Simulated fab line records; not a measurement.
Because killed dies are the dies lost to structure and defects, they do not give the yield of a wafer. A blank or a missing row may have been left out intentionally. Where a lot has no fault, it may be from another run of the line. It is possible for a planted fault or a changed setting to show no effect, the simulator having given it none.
fab line records    flow n5_finfet
[record] lots = 7  wafers = 39
route steps=1938 shown WELL_APT@24 DUMMY_GATE@246 HKMG_FIN@435 MOL_CONTACT_COAG@579
start_h: hours from the record's opening day to when the first of the lot's shown wafers began    wait_h: hours since the lot's step before    " as in the row above    L1.1+2: a row that stands for several wafers    - no value, or no start given    * or withheld: withheld    < > ~ a bound
route shown NAME@n: NAME is a module with steps in the file, n the number in the route of the first one    usual: average and standard deviation across the fault-free wafers    same: alike in all rows    chamber/n: place in a boat    sites: the reading at each site    _std_site: how widely they spread, as a standard deviation    _edge_site: outer sites' mean less inner sites'    radius_mm: for every site, how far away it sits from the centre of the wafer    mask NAME#n: copy n    behind: the most recent tool/chamber to have shaped the wafer    hold: cause of the lot's hold/its duration in hours/its outcome    device: names the non-switching transistor (n, p or np)    end of line: tests run on the same wafers once the route is complete    for a step that has no rows: nothing shown but its recipe    killed: dies lost to structure and defects at the first sort, not the wafer's yield    map: per-die view of a wafer (x killed, . not killed, _ where there is no die)
set.NAME: the setting as run; set.NAME@STEP: as run at that earlier step    model.NAME: the simulator's own value behind a step, which no gauge read
one table per step and one row per wafer, for lots whose settings were changed on purpose
[[steps]]
[step N5_WELL_APT_EXPOSE_05]
[recipe] mask_id = NWELL  na = 0.8  source_shape = conventional  sigma_outer = 0.8  polarization = unpolarized  defocus_nm = 0  target_cd_nm = 200  dose_mj = 20.3
lot.wafer         tool            chamber  start_h  wait_h  mask     set.dose_mj
L081.1+2+3+4+5+6  krf_scanner-02  0        55.52    -       NWELL#0  20.3
L082.1+2+4        krf_scanner-01  0        61.91    -       NWELL#0  21.8
L082.3+5+6        "               0        "        "       NWELL#0  20.3
L083.1+3+4        krf_scanner-01  0        67.48    -       NWELL#0  20.3
L083.2+5+6        "               0        "        "       NWELL#0  21.27
L084.1+4+5        krf_scanner-01  0        73.48    -       NWELL#0  20.3
L084.2+3+6        "               0        "        "       NWELL#0  21.85
L085.1+2+3+4+5+6  krf_scanner-02  0        79.68    -       NWELL#0  20.3
L086.1+3+4        krf_scanner-02  0        85.39    -       NWELL#0  19.52
L086.2+5+6        "               0        "        "       NWELL#0  20.3
L087.1+2+5        krf_scanner-02  0        91.40    -       NWELL#0  20.3
[step N5_WELL_APT_PEB_06]
[recipe] peb_temp_c = 130  peb_time_s = 90
[step N5_WELL_APT_DEVELOP_07]
[recipe] develop_time_s = 45  rinse_liquid = surfactant_rinse  dry = air_spin  dev_temp_c = 21
[step N5_WELL_APT_HARDBAKE_12]
[recipe] temp_c = 130  time_s = 120
[step N5_WELL_APT_CD_MEAS_08]
[recipe] target_cd_nm = 200  landing_energy_ev = 500  detector = se_inlens
[usual] cd_nm = 200.8/1.4
lot.wafer  tool       chamber  start_h  wait_h  set.dose_mj@WELL_APT_EXPOSE_05  cd_nm
L081.1     cd_sem-03  0        55.69    -       20.3                            201.6
L081.2     "          0        "        "       20.3                            201.2
L081.3     "          0        "        "       20.3                            201.4
L081.4     "          0        "        "       20.3                            200.4
L081.5     "          0        "        "       20.3                            200.1
L081.6     "          0        "        "       20.3                            198.7
L082.1     cd_sem-02  0        62.08    -       21.8                            211.7
L082.2     "          0        "        "       21.8                            210.0
L082.3     "          0        "        "       20.3                            202.6
L082.4     "          0        "        "       21.8                            211.0
L082.5     "          0        "        "       20.3                            202.6
L082.6     "          0        "        "       20.3                            201.6
L083.1     cd_sem-03  0        67.65    -       20.3                            199.9
L083.2     "          0        "        "       21.27                           207.2
L083.3     "          0        "        "       20.3                            199.1
L083.4     "          0        "        "       20.3                            201.2
L083.5     "          0        "        "       21.27                           207.5
L083.6     "          0        "        "       21.27                           208.9
L084.1     cd_sem-02  0        73.65    -       20.3                            201.6
L084.2     "          0        "        "       21.85                           214.0
L084.3     "          0        "        "       21.85                           212.9
L084.4     "          0        "        "       20.3                            201.5
L084.5     "          0        "        "       20.3                            199.5
L084.6     "          0        "        "       21.85                           215.3
L085.1     cd_sem-01  0        79.85    -       20.3                            198.5
L085.2     "          0        "        "       20.3                            201.9
L085.3     "          0        "        "       20.3                            198.6
L085.4     "          0        "        "       20.3                            196.7
L085.5     "          0        "        "       20.3                            200.7
L085.6     "          0        "        "       20.3                            200.5
L086.1     cd_sem-01  0        85.56    -       19.52                           193.7
L086.2     "          0        "        "       20.3                            203.2
L086.3     "          0        "        "       19.52                           193.9
L086.4     "          0        "        "       19.52                           194.4
L086.5     "          0        "        "       20.3                            200.2
L086.6     "          0        "        "       20.3                            198.8
L087.1     cd_sem-01  0        91.57    -       20.3                            200.7
L087.2     "          0        "        "       20.3                            202.8
L087.5     "          0        "        "       20.3                            202.9
[step N5_WELL_APT_DESCUM_13]
[recipe] chemistry = O2  time_s = 7.9  source_power_w = 50  bias_power_w = 20  pressure_mtorr = 20  rf_frequency_hz = 2.712e+07  temp_c = 40  o2_flow_sccm = 225
lot.wafer  tool         chamber  start_h  wait_h  set.dose_mj@WELL_APT_EXPOSE_05  model.WELL_APT.cd_nm
L081.1     rie_diel-01  3        55.99    0.2     20.3                            201.9
L081.2     "            2        "        "       20.3                            201.3
L081.3     "            1        "        "       20.3                            201.1
L081.4     "            0        "        "       20.3                            200.6
L081.5     "            3        "        "       20.3                            199.9
L081.6     "            0        "        "       20.3                            198.6
L082.1     rie_diel-01  3        62.17    0.0     21.8                            211.6
L082.2     "            0        "        "       21.8                            210.2
L082.3     "            2        "        "       20.3                            202.3
L082.4     "            1        "        "       21.8                            210.9
L082.5     "            0        "        "       20.3                            202.5
L082.6     "            3        "        "       20.3                            201.6
L083.1     rie_diel-01  3        67.74    0.0     20.3                            200.1
L083.2     "            0        "        "       21.27                           207.3
L083.3     "            2        "        "       20.3                            199.3
L083.4     "            3        "        "       20.3                            201.6
L083.5     "            0        "        "       21.27                           207.4
L083.6     "            2        "        "       21.27                           208.9
L084.1     rie_diel-05  1        74.28    0.6     20.3                            201.9
L084.2     "            3        "        "       21.85                           214.2
L084.3     "            2        "        "       21.85                           212.9
L084.4     "            0        "        "       20.3                            201.4
L084.5     "            2        "        "       20.3                            199.4
L084.6     "            1        "        "       21.85                           214.9
L085.1     rie_diel-01  3        80.19    0.3     20.3                            198.5
L085.2     "            0        "        "       20.3                            202.1
L085.3     "            3        "        "       20.3                            198.8
L085.4     "            0        "        "       20.3                            196.5
L085.5     "            3        "        "       20.3                            200.3
L085.6     "            0        "        "       20.3                            200.1
L086.1     rie_diel-05  0        85.65    0.0     19.52                           193.7
L086.2     "            1        "        "       20.3                            203.1
L086.3     "            3        "        "       19.52                           193.8
L086.4     "            2        "        "       19.52                           194.3
L086.5     "            2        "        "       20.3                            200.3
L086.6     "            1        "        "       20.3                            199.1
L087.1     rie_diel-01  0        92.26    0.6     20.3                            200.6
L087.2     "            1        "        "       20.3                            202.5
L087.5     "            1        "        "       20.3                            202.8
[step N5_DUMMY_GATE_ETCH_32]
[recipe] chemistry = CF4  target = SiO2  target_depth_a = 35  time_s = 3.9  ion_energy_ev = 350  pressure_mtorr = 10  icp_w = 800  bias_w = 400  cf4_flow_sccm = 80
lot.wafer  tool       chamber  start_h  wait_h  set.time_s  model.etch.depth_nm
L081.1     rie_si-04  3        91.72    0.1     3.9         3.445
L081.2     "          0        "        "       4.325       3.94
L081.3     "          1        "        "       3.9         3.495
L081.4     "          2        "        "       4.325       4.012
L081.5     "          3        "        "       4.325       3.823
L081.6     "          0        "        "       3.9         3.53
L082.1     rie_si-04  3        98.11    0.1     3.9         3.473
L082.2     "          0        "        "       3.079       2.76
L082.3     "          2        "        "       3.079       2.848
L082.4     "          1        "        "       3.9         3.521
L082.5     "          1        "        "       3.079       2.759
L082.6     "          2        "        "       3.9         3.6
L083.1     rie_si-02  2        102.23   0.1     4.575       3.911
L083.2     "          1        "        "       4.575       3.948
L083.3     "          0        "        "       3.9         3.536
L083.4     "          3        "        "       3.9         3.586
L083.5     "          3        "        "       3.9         3.603
L083.6     "          0        "        "       4.575       4.109
L084.1     rie_si-02  2        108.16   0.1     4.598       3.99
L084.2     "          3        "        "       4.598       4.286
L084.3     "          1        "        "       3.9         3.402
L084.4     "          0        "        "       4.598       4.169
L084.5     "          2        "        "       3.9         3.375
L084.6     "          1        "        "       3.9         3.432
L085.1     rie_si-03  2        113.27   0.1     3.9         3.592
L085.2     "          3        "        "       3.9         3.605
L085.3     "          1        "        "       3.379       3.02
L085.4     "          0        "        "       3.379       3.035
L085.5     "          1        "        "       3.9         3.472
L085.6     "          2        "        "       3.379       3.139
L086.1     rie_si-03  2        123.17   0.1     4.346       4.043
L086.2     "          1        "        "       4.346       3.9
L086.3     "          0        "        "       3.9         3.519
L086.4     "          3        "        "       3.9         3.629
L086.5     "          3        "        "       3.9         3.646
L086.6     "          0        "        "       4.346       3.912
L087.1     rie_si-03  1        127.09   0.1     3.9         3.45
L087.2     "          2        "        "       3.9         3.58
L087.5     "          0        "        "       3.9         3.528
[step N5_HKMG_FIN_ETCH_32]
[recipe] chemistry = N2/H2  target = SOC  target_depth_a = 2400  temp_c = 40  time_s = 300  ion_energy_ev = 200  mask_material = SiARC  pressure_mtorr = 30  source_w = 840  bias_w = 150  n2_flow_sccm = 200  h2_flow_sccm = 200
[usual] rf_vpp_V = 524.4/2.7
lot.wafer  tool         chamber  start_h  wait_h  set.bias_w  rf_vpp_V
L081.1     rie_diel-01  1        119.81   0.0     150         525.4
L081.2     "            3        "        "       150         519.3
L081.3     "            2        "        "       132.9       487.5
L081.4     "            0        "        "       132.9       488.8
L081.5     "            0        "        "       132.9       489.1
L081.6     "            3        "        "       150         520.2
L082.1     rie_diel-01  2        125.51   0.0     150         524.1
L082.2     "            1        "        "       150         525.5
L082.3     "            3        "        "       150         520.7
L082.4     "            0        "        "       150         527.2
L082.5     "            0        "        "       150         526.7
L082.6     "            3        "        "       150         518.7
L083.1     rie_diel-03  0        129.68   0.0     150         526.3
L083.2     "            1        "        "       170.8       567.7
L083.3     "            2        "        "       150         522.4
L083.4     "            2        "        "       170.8       566.7
L083.5     "            1        "        "       150         523.8
L083.6     "            0        "        "       170.8       571.3
L084.1     rie_diel-01  0        136.68   0.0     141.9       507.6
L084.2     "            1        "        "       150         525.3
L084.3     "            3        "        "       150         520.2
L084.4     "            2        "        "       141.9       508.4
L084.5     "            2        "        "       141.9       508.4
L084.6     "            3        "        "       150         520.1
L085.1     rie_diel-01  2        141.27   0.0     150         525.1
L085.2     "            0        "        "       150         525.8
L085.3     "            1        "        "       150         524.9
L085.4     "            2        "        "       136.1       494.7
L085.5     "            0        "        "       136.1       497.4
L085.6     "            1        "        "       136.1       494.4
L086.1     rie_diel-03  2        152.12   0.0     150         522.5
L086.2     "            1        "        "       150         522.6
L086.3     "            0        "        "       150         526.3
L086.4     "            2        "        "       150         524.1
L086.5     "            1        "        "       150         521.0
L086.6     "            0        "        "       150         526.0
L087.1     rie_diel-03  1        157.17   0.0     150         522.7
L087.2     "            2        "        "       150         522.6
L087.5     "            0        "        "       150         526.7
[step N5_MOL_CONTACT_COAG_ALD_131]
[recipe] material = SiO2  target_thk_a = 50  temp_c = 100  ald_precursor_family = BDEAS  ald_co_reactant = O2-plasma  pulse_time_s = 1  co_reactant_pulse_time_s = 1  purge_time_s = 2  co_reactant_purge_time_s = 2  ald_cycles = 35  pressure_torr = 2
lot.wafer         tool        chamber      start_h  wait_h  set.ald_cycles  model.SiO2_of_MOL_CONTACT_COAG_ALD_131.thk_nm
L081.1+2+4        ald_sin-03  3,0,2        144.57   0.1     30              4.2
L081.3+5+6        "           1,0,1        "        "       35              5
L082.1+2+5        ald_sin-04  3,2,1        147.25   0.2     35              5
L082.3+4          "           0,1          "        "       39              5.6
L082.6            "           0            "        "       39              5.4
L083.1+2+5        ald_sin-04  0,3,1        152.28   0.2     35              5
L083.3+4+6        "           1,2,0        "        "       40              5.8
L084.1+3+4        ald_sin-04  0,1,2        158.41   0.1     35              5
L084.2+5+6        "           3,2,1        "        "       29              4.2
L085.1+2+3+4+5+6  ald_sin-02  2,3,0,1,2,3  162.82   0.1     35              5
L086.1+2+4        ald_sin-04  2,1,3        181.51   0.1     35              5
L086.3+5+6        "           0,0,1        "        "       30              4.2
L087.1+2+5        ald_sin-04  1,2,2        183.89   0.1     35              5
[[key]]
[split] step = N5_WELL_APT_EXPOSE_05  setting = dose_mj  stated = 20.3  by = wafer
[response] step = N5_WELL_APT_CD_MEAS_08  reading = cd_nm  change = +1.51  per = 1%  r = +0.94
[response] step = N5_WELL_APT_DESCUM_13  reading = model.WELL_APT.cd_nm  change = +1.51  per = 1%  r = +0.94
[split] step = N5_DUMMY_GATE_ETCH_32  setting = time_s  stated = 3.9  by = wafer
[response] step = N5_DUMMY_GATE_ETCH_32  reading = model.etch.depth_nm  change = +0.0345  per = 1%  r = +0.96
[split] step = N5_HKMG_FIN_ETCH_32  setting = bias_w  stated = 150  by = wafer
[response] step = N5_HKMG_FIN_ETCH_32  reading = rf_vpp_V  change = +3.07  per = 1%  r = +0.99
[split] step = N5_MOL_CONTACT_COAG_ALD_131  setting = ald_cycles  stated = 35  by = wafer
[response] step = N5_MOL_CONTACT_COAG_ALD_131  reading = model.SiO2_of_MOL_CONTACT_COAG_ALD_131.thk_nm  change = +0.0522  per = 1%  r = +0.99
